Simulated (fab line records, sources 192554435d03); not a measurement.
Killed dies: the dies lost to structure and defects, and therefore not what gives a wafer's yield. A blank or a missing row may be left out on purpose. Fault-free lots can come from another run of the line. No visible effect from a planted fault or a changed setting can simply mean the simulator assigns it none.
fab line records	flow n5_finfet
record: lots: 8	wafers: 24	last_day: 18
route steps=1938 shown FIN_SAQP@125 FIN_CUT@165 BEOL_M4@1111 PASSIVATION@1936
lots that met no fault: from a run of the same line without faults
start_h: hours from the record's opening day to when the first of the lot's shown wafers began	wait_h: time in hours since the lot's previous step	" the same as in the row above	L1.1+2: one row covering several wafers at once	- no value, or no start was given	* or withheld: withheld	< > ~ a bound
route shown NAME@n: NAME is a module with steps in the file, n the number in the route of the first one	usual: average and standard deviation across the fault-free wafers	same: alike in all rows	chamber/n: place in a boat	sites: readings site by site	_std_site: their standard deviation	_edge_site: inner sites' mean taken away from outer sites' mean	radius_mm: how far each site lies from the wafer's centre	mask NAME#n: copy n	behind: the most recent tool/chamber to have shaped the wafer	hold: the reason the lot was held/the length of the hold in hours/how it ended	device: the transistor (n, p or np) that didn't switch	end of line: tests of these same wafers at the route's end	a step given without rows: its recipe and nothing more	killed: count of dies lost to structure and defects at first sort (not the wafer's yield)	map: dies across one wafer; x = killed, . = not, _ = none there
set.NAME: the setting the step ran with; set.NAME@STEP: the setting that earlier step ran with	model.NAME: the simulator's own value behind a step, which no gauge read
one table for each step of the route and one row for each wafer, over a sample of lots
services: when a tool's chamber went out of use (start_h, in hours from the record's first day, below 0 if earlier), for how many hours, and the reason
== steps ==
step: N5_FIN_SAQP_SPACER1_ALD_24
recipe: material: SiO2	target_thk_a: 203	temp_c: 300	ald_precursor_family: BDEAS	ald_co_reactant: O2-plasma	pulse_time_s: 1	purge_time_s: 2	co_reactant_purge_time_s: 2	ald_cycles: 218	pressure_torr: 2
usual: heater_power_w: 485/48	precursor_pulse_height_rel: 1.003/0.021
same: pulse_time_s: 1
lot.wafer	tool	chamber	start_h	wait_h	heater_power_w	precursor_pulse_height_rel
L962.2	ald_sin-02	2	58.70	0.3	476	0.977
L962.3	"	0	"	"	464	0.976
L962.4	"	3	"	"	564	0.971
L967.2	ald_sin-02	1	89.29	0.6	431	0.972
L967.3	"	3	"	"	548	1.001
L967.4	"	0	"	"	466	0.994
L969.2	ald_sin-02	1	102.03	0.3	451	1.001
L969.4	"	3	"	"	545	1.029
L969.6	"	0	"	"	475	1.002
L970.1	ald_sin-02	3	107.20	0.7	563	1.004
L970.3	"	0	"	"	462	0.986
L970.5	"	2	"	"	483	0.991
L971.1	ald_sin-02	0	112.55	0.3	448	0.987
L971.2	"	2	"	"	480	1.010
L971.3	"	3	"	"	551	0.998
L977.1	ald_sin-03	1	149.78	0.3	566	1.002
L977.3	"	3	"	"	505	0.989
L977.5	"	2	"	"	475	0.978
L978.1	ald_sin-03	1	156.01	0.3	569	1.002
L978.3	"	2	"	"	467	1.014
L978.5	"	2	"	"	469	0.986
L979.2	ald_sin-03	2	160.76	0.3	469	1.024
L979.3	"	1	"	"	587	1.013
L979.5	"	3	"	"	509	0.981
step: N5_FIN_SAQP_RECESS_71
recipe: chemistry: HF/NH3	target: SiO2	target_depth_a: 30	afs_cycles: 1	temp_c: 30	sublimation_temp_c: 180	sublimation_time_s: 60
usual: drypump_motor_current_A: 5.4/0.39	foreline_p_Torr: 0.1280/0.0005
lot.wafer	tool	chamber	start_h	wait_h	drypump_motor_current_A	foreline_p_Torr
L962.2	vapor_etch-02	0	60.49	0.0	5.8	0.1282
L962.3	"	1	"	"	5.4	0.1271
L962.4	"	0	"	"	5.8	0.1290
L967.2	vapor_etch-02	1	91.10	0.0	5.5	0.1284
L967.3	"	0	"	"	5.8	0.1287
L967.4	"	1	"	"	5.5	0.1285
L969.2	vapor_etch-01	1	104.03	0.0	4.7	0.1281
L969.4	"	1	"	"	4.7	0.1279
L969.6	"	1	"	"	4.7	0.1281
L970.1	vapor_etch-01	1	109.08	0.0	4.7	0.1281
L970.3	"	0	"	"	5.6	0.1277
L970.5	"	1	"	"	4.7	0.1282
L971.1	vapor_etch-02	1	114.36	0.0	5.5	0.1269
L971.2	"	0	"	"	5.8	0.1286
L971.3	"	0	"	"	5.8	0.1274
L977.1	vapor_etch-02	0	151.59	0.0	5.8	0.1273
L977.3	"	0	"	"	5.8	0.1280
L977.5	"	0	"	"	5.8	0.1286
L978.1	vapor_etch-01	0	157.87	0.0	5.5	0.1280
L978.3	"	1	"	"	4.7	0.1282
L978.5	"	1	"	"	4.7	0.1279
L979.2	vapor_etch-01	0	163.02	0.1	5.5	0.1281
L979.3	"	0	"	"	5.5	0.1278
L979.5	"	1	"	"	4.7	0.1280
step: N5_FIN_SAQP_MANDREL2_REMOVE_60
recipe: chemistry: HBr/Cl2/O2	bt_time_s: 10	target: a-Si	stop_on: SiNx	endpoint: OES-SiCl	over_etch_frac: 1	icp_w: 600	bias_w: 22	HBr_flow_sccm: 150	Cl2_flow_sccm: 80	O2_flow_sccm: 5	pressure_mtorr: 10
usual: drypump_motor_current_A: 5.8/0.42	mfc_cl2_sccm: 80.03/0.25	oes_o_777_au: 1.014/0.028	oes_product_au: 0.998/0.014	throttle_valve_pct: 36.50/0.24
same: over_etch_frac: 1
lot.wafer	tool	chamber	start_h	wait_h	drypump_motor_current_A	mfc_cl2_sccm	oes_o_777_au	oes_product_au	rf_hours_counter_h	throttle_valve_pct
L962.2	rie_si-02	0	61.05	0.1	5.9	79.87	1.055	0.996	172	36.43
L962.3	"	2	"	"	6.2	80.01	1.030	0.990	81	36.48
L962.4	"	3	"	"	5.9	79.63	0.967	0.979	72	36.43
L967.2	rie_si-02	3	91.65	0.1	6.0	80.19	0.966	0.983	73	36.44
L967.3	"	2	"	"	6.3	79.53	1.025	1.007	82	36.48
L967.4	"	1	"	"	5.4	79.89	1.016	0.982	109	36.10
L969.2	rie_si-02	2	104.63	0.1	6.2	80.24	1.019	0.996	82	36.48
L969.4	"	0	"	"	5.9	80.14	1.054	1.014	173	36.43
L969.6	"	0	"	"	5.9	79.53	1.047	0.999	-	36.42
L970.1	rie_si-06	2	109.63	0.1	6.4	79.98	1.038	0.992	9	36.85
L970.3	"	3	"	"	5.6	80.00	0.972	0.992	59	36.34
L970.5	"	1	"	"	4.9	79.82	1.020	1.013	-	36.47
L971.1	rie_si-06	2	116.21	0.1	6.4	79.82	1.037	0.987	9	36.87
L971.2	"	0	"	"	5.9	80.00	1.029	1.034	115	36.39
L971.3	"	1	"	"	4.9	80.06	1.016	1.007	94	36.49
L977.1	rie_si-06	3	152.15	0.1	5.6	79.96	0.966	0.994	60	36.34
L977.3	"	2	"	"	6.4	79.64	1.035	0.990	10	36.88
L977.5	"	2	"	"	6.4	79.84	1.037	0.996	-	36.87
L978.1	rie_si-05	2	158.95	0.1	5.5	80.06	1.001	1.003	147	37.04
L978.3	"	0	"	"	5.5	80.42	1.050	1.012	115	36.57
L978.5	"	3	"	"	6.4	79.83	0.970	0.986	-	36.59
L979.2	rie_si-05	2	163.72	0.1	5.4	80.45	1.001	0.997	148	37.07
L979.3	"	1	"	"	5.6	80.48	1.016	1.007	130	36.27
L979.5	"	1	"	"	5.6	80.16	1.018	1.004	-	36.26
step: N5_FIN_SAQP_CD_MEAS_37
recipe: target_cd_nm: 8	polarity: line
usual: cd_nm: 8.14/0.24
lot.wafer	tool	chamber	start_h	wait_h	cd_nm
L962.2	cd_sem-02	-	61.62	0.1	7.70
L962.3	"	-	"	"	8.54
L962.4	"	-	"	"	8.41
L967.2	cd_sem-03	-	92.22	0.1	8.00
L967.3	"	-	"	"	8.20
L967.4	"	-	"	"	7.84
L969.2	cd_sem-03	-	105.20	0.1	8.18
L969.4	"	-	"	"	8.26
L969.6	"	-	"	"	8.19
L970.1	cd_sem-03	-	110.19	0.1	8.03
L970.3	"	-	"	"	8.39
L970.5	"	-	"	"	8.15
L971.1	cd_sem-02	-	116.77	0.1	8.31
L971.2	"	-	"	"	8.40
L971.3	"	-	"	"	8.04
L977.1	cd_sem-02	-	152.73	0.1	7.60
L977.3	"	-	"	"	8.34
L977.5	"	-	"	"	7.98
L978.1	cd_sem-03	-	159.51	0.1	8.35
L978.3	"	-	"	"	7.57
L978.5	"	-	"	"	8.32
L979.2	cd_sem-01	-	164.38	0.1	8.10
L979.3	"	-	"	"	8.52
L979.5	"	-	"	"	8.43
step: N5_FIN_SAQP_INSPECT_40
recipe: inspect_instrument: brightfield	mode: aei
usual: raw_defect_count: 206/54
lot.wafer	tool	chamber	start_h	wait_h	raw_defect_count
L962.2	defect_inspect-02	-	61.75	0.0	224
L962.3	"	-	"	"	246
L962.4	"	-	"	"	200
L967.2	defect_inspect-02	-	92.35	0.0	243
L967.3	"	-	"	"	276
L967.4	"	-	"	"	203
L969.2	defect_inspect-01	-	105.34	0.0	433
L969.4	"	-	"	"	430
L969.6	"	-	"	"	461
L970.1	defect_inspect-01	-	110.33	0.0	504
L970.3	"	-	"	"	495
L970.5	"	-	"	"	557
L971.1	defect_inspect-01	-	116.90	0.0	541
L971.2	"	-	"	"	570
L971.3	"	-	"	"	547
L977.1	defect_inspect-01	-	152.86	0.0	151
L977.3	"	-	"	"	149
L977.5	"	-	"	"	180
L978.1	defect_inspect-02	-	159.65	0.0	160
L978.3	"	-	"	"	152
L978.5	"	-	"	"	183
L979.2	defect_inspect-01	-	164.51	0.0	287
L979.3	"	-	"	"	273
L979.5	"	-	"	"	188
step: N5_FIN_CUT_INSPECT_10
recipe: mode: adi	inspect_instrument: brightfield
usual: raw_defect_count: 37/10
lot.wafer	tool	chamber	start_h	wait_h	raw_defect_count
L962.2	defect_inspect-01	-	62.27	0.0	32
L962.3	"	-	"	"	46
L962.4	"	-	"	"	40
L967.2	defect_inspect-02	-	92.87	0.0	41
L967.3	"	-	"	"	50
L967.4	"	-	"	"	37
L969.2	defect_inspect-01	-	105.73	0.0	326
L969.4	"	-	"	"	338
L969.6	"	-	"	"	342
L970.1	defect_inspect-02	-	110.84	0.1	360
L970.3	"	-	"	"	351
L970.5	"	-	"	"	344
L971.1	defect_inspect-02	-	117.41	0.1	384
L971.2	"	-	"	"	369
L971.3	"	-	"	"	374
L977.1	defect_inspect-02	-	153.37	0.1	27
L977.3	"	-	"	"	29
L977.5	"	-	"	"	35
L978.1	defect_inspect-01	-	160.04	0.1	41
L978.3	"	-	"	"	21
L978.5	"	-	"	"	27
L979.2	defect_inspect-01	-	165.03	0.0	49
L979.3	"	-	"	"	44
L979.5	"	-	"	"	45
step: N5_FIN_CUT_INSPECT_17
recipe: inspect_instrument: brightfield	mode: aei
usual: raw_defect_count: 211/56
lot.wafer	tool	chamber	start_h	wait_h	raw_defect_count
L962.2	defect_inspect-02	-	63.23	0.0	223
L962.3	"	-	"	"	256
L962.4	"	-	"	"	201
L967.2	defect_inspect-02	-	93.82	0.0	250
L967.3	"	-	"	"	284
L967.4	"	-	"	"	198
L969.2	defect_inspect-02	-	106.68	0.0	443
L969.4	"	-	"	"	422
L969.6	"	-	"	"	467
L970.1	defect_inspect-02	-	111.79	0.0	545
L970.3	"	-	"	"	515
L970.5	"	-	"	"	579
L971.1	defect_inspect-02	-	118.44	0.0	579
L971.2	"	-	"	"	598
L971.3	"	-	"	"	548
L977.1	defect_inspect-02	-	154.59	0.0	139
L977.3	"	-	"	"	158
L977.5	"	-	"	"	183
L978.1	defect_inspect-01	-	162.41	0.0	160
L978.3	"	-	"	"	150
L978.5	"	-	"	"	185
L979.2	defect_inspect-01	-	165.97	0.0	308
L979.3	"	-	"	"	298
L979.5	"	-	"	"	206
step: N5_BEOL_M4_RC_MEAS_101
usual: DIBL_N: 36.5/1.4	DIBL_P: 36.9/1.7	IOFF_N: 0.163/0.023	IOFF_P: 0.22/0.032	ION_N: 673/9	ION_P: 462/7.5	SS_N: 71.6/0.54	SS_P: 73.4/0.62	VT_N: 249.8/2.8	VT_P: -250/3.5
lot.wafer	tool	chamber	start_h	wait_h	DIBL_N[mV/V]	DIBL_P[mV/V]	IOFF_N[nA/um]	IOFF_P[nA/um]	ION_N[uA/um]	ION_P[uA/um]	SS_N[mV/dec]	SS_P[mV/dec]	VT_N[mV]	VT_P[mV]
L962.2	prober-01	0	197.64	0.2	35.7	35.3	0.135	0.19	663	459	71.3	73.8	253.6	-253
L962.3	"	0	"	"	37.9	38.6	0.182	0.24	680	464	71.5	74.6	247.2	-248
L962.4	"	0	"	"	37.6	37.6	0.172	0.22	689	470	71.0	74.1	249.3	-251
L967.2	prober-02	0	246.91	0.2	37.1	38.5	0.184	0.22	680	458	71.3	74.1	245.7	-253
L967.3	"	0	"	"	36.3	37.9	0.174	0.21	664	456	72.3	73.2	247.0	-251
L967.4	"	0	"	"	36.3	36.7	0.162	0.20	667	450	72.1	73.7	249.6	-253
L971.1	prober-01	0	250.54	0.0	37.3	38.5	0.196	0.24	682	462	71.8	74.2	245.1	-249
L971.2	"	0	"	"	38.3	39.0	0.204	0.25	694	464	71.9	74.2	244.8	-248
L971.3	"	0	"	"	36.1	36.6	0.161	0.22	687	469	70.9	74.0	248.7	-249
L969.2	prober-02	0	250.79	0.2	37.1	35.0	0.147	0.18	663	447	71.5	73.0	250.5	-255
L969.4	"	0	"	"	38.6	37.5	0.184	0.22	675	455	71.8	74.8	249.4	-252
L969.6	"	0	"	"	38.2	36.8	0.174	0.20	683	454	71.9	73.5	248.8	-253
L970.1	prober-02	0	258.78	0.0	36.8	37.7	0.165	0.23	676	463	71.1	74.2	250.1	-249
L970.3	"	0	"	"	38.4	39.3	0.190	0.27	678	470	71.7	73.5	249.8	-246
L970.5	"	0	"	"	37.9	38.4	0.181	0.25	676	468	71.4	73.5	249.2	-249
L979.2	prober-02	0	303.82	0.2	37.3	36.0	0.184	0.25	675	464	71.8	73.7	246.7	-246
L979.3	"	0	"	"	38.3	37.0	0.213	0.29	673	460	71.7	74.9	245.4	-246
L979.5	"	0	"	"	37.7	35.6	0.183	0.25	673	462	72.7	74.1	249.9	-247
L977.1	prober-01	0	307.65	0.0	32.4	32.4	0.116	0.17	662	457	70.1	72.2	252.3	-253
L977.3	"	0	"	"	33.6	34.1	0.125	0.18	672	472	70.4	72.7	252.2	-251
L977.5	"	0	"	"	33.5	33.6	0.126	0.17	670	458	70.2	72.0	247.5	-254
L978.1	prober-02	0	309.87	0.0	37.4	36.8	0.154	0.21	669	464	71.8	73.0	251.2	-249
L978.3	"	0	"	"	35.0	33.4	0.117	0.16	668	456	71.4	72.8	254.7	-253
L978.5	"	0	"	"	37.4	36.2	0.156	0.20	664	455	71.9	73.4	252.8	-249
step: N5_PASSIVATION_PROBE_49
usual: defect_limited_yield: 91.2/1.4	killed_at_M0_to_M3: 35/11	killed_at_M4_up: 12/4.2	killed_at_contacts: 13/5.6	killed_at_front_end: 40/12	killed_at_other: 3.3/2.6	killed_dies: 103/17	killed_open: 68/12	killed_short: 34/7.6	sort_bin_5_function: 5.1/0.95	sort_bin_6_memory: 3.3/0.68	sort_n_pass: 1077/17	sort_yield_pct: 91.2/1.4
same: gross_dies: 1180	killed_at_back_side: 0	sort_bin_4_leakage[%]: 0	sort_bin_8_speed[%]: 0
lot.wafer	tool	chamber	start_h	wait_h	defect_limited_yield[%]	killed_at_M0_to_M3	killed_at_M4_up	killed_at_contacts	killed_at_front_end	killed_at_other	killed_dies	killed_open	killed_short	sort_bin_5_function[%]	sort_bin_6_memory[%]	sort_n_pass	sort_yield_pct[%]
L971.1	prober-01	-	349.13	0.0	88.1	27	5	10	90	8	140	60	15	7.3	3.3	1040	88.1
L971.2	prober-01	-	349.18	0.1	84.7	27	10	16	122	5	180	62	34	9.4	4.4	1000	84.7
L971.3	prober-01	-	349.23	0.1	84.2	17	8	11	149	1	186	52	27	11.5	2.7	994	84.2
L969.2	prober-01	-	351.45	0.4	84.7	30	4	18	127	2	181	57	28	10.2	4.0	999	84.7
L969.4	prober-01	-	351.55	0.5	85.7	17	11	18	122	1	169	38	27	8.4	4.6	1011	85.7
L969.6	prober-01	-	351.65	0.6	85.7	45	14	23	85	2	169	79	32	8.1	4.8	1011	85.7
L970.1	prober-02	-	355.75	0.0	81.0	42	18	9	153	2	224	81	36	11.9	5.3	956	81.0
L970.3	prober-02	-	355.85	0.1	85.5	36	7	12	111	5	171	77	35	9.3	4.0	1009	85.5
L970.5	prober-02	-	355.95	0.2	84.1	20	14	16	134	4	188	81	32	11.3	3.2	992	84.1
killed by level:class
L971.1 FIN_SAQP:unspecified=65 BEOL_M1:geometric_particle:open=11 STI_FIN_REVEAL:geometric_particle:open=9 MOL_CONTACT_COAG:geometric_particle:open=8 BEOL_M2:geometric_particle:open=5 BEOL_M0_SAQP:geometric_particle:short=4 MIM_TOP_ETCH:geometric_particle:open=4 BEOL_M3:geometric_particle:open=4
L971.2 FIN_SAQP:unspecified=83 MOL_CONTACT_COAG:geometric_particle:open=14 STI_FIN_REVEAL:geometric_particle:open=13 BEOL_M0_SAQP:geometric_particle:short=9 FIN_SAQP:geometric_particle:open=7 BEOL_M4:geometric_particle:open=5 FIN_SAQP:geometric_particle:short=4 BEOL_M0_SAQP:geometric_particle:open=4
L971.3 FIN_SAQP:unspecified=105 FIN_SAQP:geometric_particle:short=14 FIN_SAQP:geometric_particle:open=10 MOL_CONTACT_COAG:geometric_particle:open=9 BEOL_M3:geometric_particle:open=7 GATE_CUT:geometric_particle:open=5 BEOL_M0_SAQP:geometric_particle:open=5 GATE_CUT:geometric_particle:short=3
L969.2 FIN_SAQP:unspecified=96 MOL_CONTACT_COAG:geometric_particle:open=16 BEOL_M0_SAQP:geometric_particle:short=9 BEOL_M0_SAQP:geometric_particle:open=8 FIN_SAQP:geometric_particle:short=7 STI_FIN_REVEAL:geometric_particle:open=7 FIN_SAQP:geometric_particle:open=6 BEOL_M2:geometric_particle:open=6
L969.4 FIN_SAQP:unspecified=104 MOL_CONTACT_COAG:geometric_particle:open=14 ILD0:geometric_particle:short=4 GATE_CUT:geometric_particle:short=4 MOL_CONTACT_COAG:geometric_particle:short=4 BEOL_M0_SAQP:geometric_particle:short=4 BEOL_M2:geometric_particle:open=4 BEOL_M5:geometric_particle:open=4
L969.6 FIN_SAQP:unspecified=58 MOL_CONTACT_COAG:geometric_particle:open=19 BEOL_M2:geometric_particle:open=14 BEOL_M0_SAQP:geometric_particle:open=10 STI_FIN_REVEAL:geometric_particle:open=8 BEOL_M4:geometric_particle:open=8 BEOL_M0_SAQP:geometric_particle:short=7 MOL_CONTACT_COAG:geometric_particle:short=4
L970.1 FIN_SAQP:unspecified=104 FIN_SAQP:geometric_particle:open=13 BEOL_M1:geometric_particle:open=11 BEOL_M0_SAQP:geometric_particle:open=11 STI_FIN_REVEAL:geometric_particle:open=8 MOL_CONTACT_COAG:geometric_particle:open=7 BEOL_M0_SAQP:geometric_particle:short=6 BEOL_M5:geometric_particle:open=5
L970.3 FIN_SAQP:unspecified=57 FIN_SAQP:geometric_particle:open=18 MOL_CONTACT_COAG:geometric_particle:open=11 FIN_SAQP:geometric_particle:short=9 BEOL_M1:geometric_particle:open=9 BEOL_M2:geometric_particle:open=8 GATE_CUT:geometric_particle:short=6 DUMMY_GATE:geometric_particle:open=5
L970.5 FIN_SAQP:unspecified=74 FIN_SAQP:geometric_particle:open=16 MOL_CONTACT_COAG:geometric_particle:open=14 FIN_SAQP:geometric_particle:short=10 STI_FIN_REVEAL:geometric_particle:open=8 BEOL_M0_SAQP:geometric_particle:open=7 GATE_CUT:geometric_particle:short=6 BEOL_M5:geometric_particle:open=5
== services ==
tool	chamber	start_h	hours	kind
rie_si-06	1	37.16	9.8	repair
rie_si-02	1	40.66	6.6	repair
rie_si-05	2	42.91	7.4	repair
rie_si-06	2	77.98	1.8	repair
ald_sin-03	-	86.27	14.0	pm
ald_sin-03	0	86.27	14.0	vent_cycle
ald_sin-03	1	86.27	14.0	vent_cycle
ald_sin-03	2	86.27	14.0	vent_cycle
ald_sin-03	3	86.27	14.0	vent_cycle
ald_sin-03	0	100.27	-	clean
ald_sin-03	1	100.27	-	clean
ald_sin-03	2	100.27	-	clean
ald_sin-03	3	100.27	-	clean
rie_si-06	2	121.58	4.2	repair
ald_sin-03	-	126.31	2.5	repair
rie_si-05	0	163.00	2.6	repair
== key ==
first_sign: step: N5_FIN_SAQP_INSPECT_40	reading: raw_defect_count	direction: up	sigmas: 5.5	usual: 206	struck: 504
effect: step: N5_FIN_CUT_INSPECT_10	reading: raw_defect_count	direction: up	sigmas: 31	usual: 37	struck: 354
effect: step: N5_FIN_CUT_INSPECT_17	reading: raw_defect_count	direction: up	sigmas: 5.6	usual: 211	struck: 522
effect: step: N5_PASSIVATION_PROBE_49	reading: killed_at_front_end	direction: up	sigmas: 6.7	usual: 40	struck: 121
more_kills_born_at: N5_FIN_SAQP_SPACER1_ALD_24@ald_sin-02: 746
met_at N5_FIN_SAQP_SPACER1_ALD_24
struck_lots L969,L970,L971
not_acting_at N5_FIN_SAQP_RECESS_71,N5_FIN_SAQP_MANDREL2_REMOVE_60,N5_FIN_SAQP_CD_MEAS_37
onset_between 89.29 102.03
fault: kind: chamber_particle_source	tool: ald_sin-02	chamber: -	onset_h: 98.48	steps: N5_FIN_SAQP_SPACER1_ALD_24	rate_per_visit_cm2: 0.49745	end_h: 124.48
